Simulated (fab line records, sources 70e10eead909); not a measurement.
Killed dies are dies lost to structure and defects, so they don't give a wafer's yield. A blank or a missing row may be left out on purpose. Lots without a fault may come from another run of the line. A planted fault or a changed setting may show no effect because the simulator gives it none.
A struck lot beside a sound one | flow nand_harc | 15 steps out of a route of 1302
Sound: wafers L784.2, L784.3, L784.5. Struck: wafers L790.2, L790.4, L790.6. The cause comes at the end.
At each step with rows: each side's tool, then ch and its chambers, then its first start. Under that, the readings that differ: sound wafers | struck wafers | difference of the means | sigmas: that difference in standard deviations of wafers without a fault.
alike: readings whose means differ by less than 2 such deviations, and words and numbers that are the same on both sides. not compared: withheld readings, readings that some wafer has no value for, bounds like >300 that may hide the same value, and numbers for which the record gives no deviation and whose values overlap.
The two part at a step that has a row with sigmas, a row that says differs or no value, or rows on one side only. Numbers that don't overlap but have no deviation are shown without sigmas and don't part them. A reading that every wafer of one side lacks parts them only if that side has two wafers or more.

NHARC_A_CONTACT_INSPECT_44:
  sound on defect_inspect-02, day 26 22:34; struck on defect_inspect-02, day 27 19:11
  alike: raw_defect_count
then, 1 step without rows for these wafers: NHARC_A_CONTACT_DESCUM_47 (chemistry O2, time 3 s).
NHARC_A_CONTACT_ETCH_48: etches the open film in CF4, target depth 39 nm, time 65 s.
  sound on rie_diel-11 ch 0,1,3, day 26 22:43; struck on rie_diel-11 ch 0,2, day 27 19:29
  alike: bias_w, cf4_flow_sccm, drypump_motor_current_A, oes_product_au, rf_fwd_power_W, rf_vpp_V, showerhead_plenum_p_Torr, throttle_valve_pct
  not compared: rf_hours_counter_h
then, 1 step without rows for these wafers: NHARC_A_CONTACT_ETCH_49 (etches the open film in N2/H2, target depth 260 nm, time 475.3 s).
NHARC_A_CONTACT_ETCH_50: etches the open film in CF4/CHF3, target depth 121 nm, time 60.5 s.
  sound on rie_diel-11 ch 0,1,2; struck on rie_diel-11 ch 0,1,3
  alike: bias_w, cf4_flow_sccm, drypump_motor_current_A, oes_product_au, rf_fwd_power_W, rf_vpp_V, showerhead_plenum_p_Torr, throttle_valve_pct
  not compared: rf_hours_counter_h
then, 1 step without rows for these wafers: NHARC_A_CONTACT_ETCH_51 (etches the open film in O2/COS, target depth 7000 nm, time 1820 s).
NHARC_A_CONTACT_ETCH_111: etches the open film in C4F8/O2/Ar, time 140 s, target depth 700 nm.
  sound on har_cap_etch-01 ch 0,1, day 27 00:31; struck on har_cap_etch-03 ch 0,1, day 27 22:29
  alike: chamber_pressure_mTorr, oes_air_line_au
  not compared: rf_hours_counter_h
then, 2 steps without rows for these wafers: NHARC_A_CONTACT_ETCH_112 (etches the open film in C4F8/O2/Ar, time 190 s, target depth 1850 nm); NHARC_A_CONTACT_ETCH_113 (etches the open film in C4F8/O2/Ar, time 190 s, target depth 1850 nm).
NHARC_A_CONTACT_ETCH_114: etches the open film in C4F8/O2/Ar, time 190 s, target depth 1850 nm.
  sound on har_cap_etch-01 ch 0,1, day 27 01:14; struck on har_cap_etch-03 ch 0,1, day 27 23:01
  alike: chamber_pressure_mTorr, oes_air_line_au
  not compared: rf_hours_counter_h
NHARC_A_CONTACT_ETCH_115: etches the open film in C4F8/O2/Ar, time 190 s, target depth 1850 nm.
  sound on har_cap_etch-01 ch 0,1, day 27 01:28; struck on har_cap_etch-03 ch 0,1, day 27 23:11
  alike: chamber_pressure_mTorr, oes_air_line_au
  not compared: rf_hours_counter_h
then, 1 step without rows for these wafers: NHARC_A_CONTACT_ETCH_116 (etches the open film in C4F8/O2/Ar, time 190 s, target depth 1850 nm).
NHARC_A_CONTACT_ETCH_117: etches the open film in C4F8/O2/Ar, time 190 s, target depth 1850 nm.
  sound on har_cap_etch-01 ch 0,1, day 27 01:55; struck on har_cap_etch-03 ch 0,1, day 27 23:31
  no value came back on the struck wafers for chamber_pressure_mTorr (mTorr), oes_air_line_au (a.u.); on the sound wafers chamber_pressure_mTorr (mTorr) reads 19.977 20.013 20.017
  not compared: rf_hours_counter_h
then, 1 step without rows for these wafers: NHARC_A_CONTACT_ETCH_118 (etches the open film in C4F8/O2/Ar, time 190 s, target depth 1850 nm).
-- the record jumps here: 3 days lie between the struck wafers' starts before and after (it left off in module A_CONTACT and takes up again in module END, whose first step shown is number 1302 of the route) --
NHARC_END_SORT_01:
  sound on prober-01 ch 0, day 30 05:50; struck on prober-01 ch 0, day 31 02:34
  reading         | sound     | struck      | difference | sigmas
  killed_at_array | 76 96 57  | 671 671 673 | +595       | +33
  killed_dies     | 85 103 66 | 677 677 677 | +592       | +31
  alike: killed_at_other, killed_at_periphery, killed_open, killed_short

WHERE THEY PART
First at NHARC_A_CONTACT_ETCH_117; last, within this record, at NHARC_END_SORT_01.

WHY: what the simulator had put in
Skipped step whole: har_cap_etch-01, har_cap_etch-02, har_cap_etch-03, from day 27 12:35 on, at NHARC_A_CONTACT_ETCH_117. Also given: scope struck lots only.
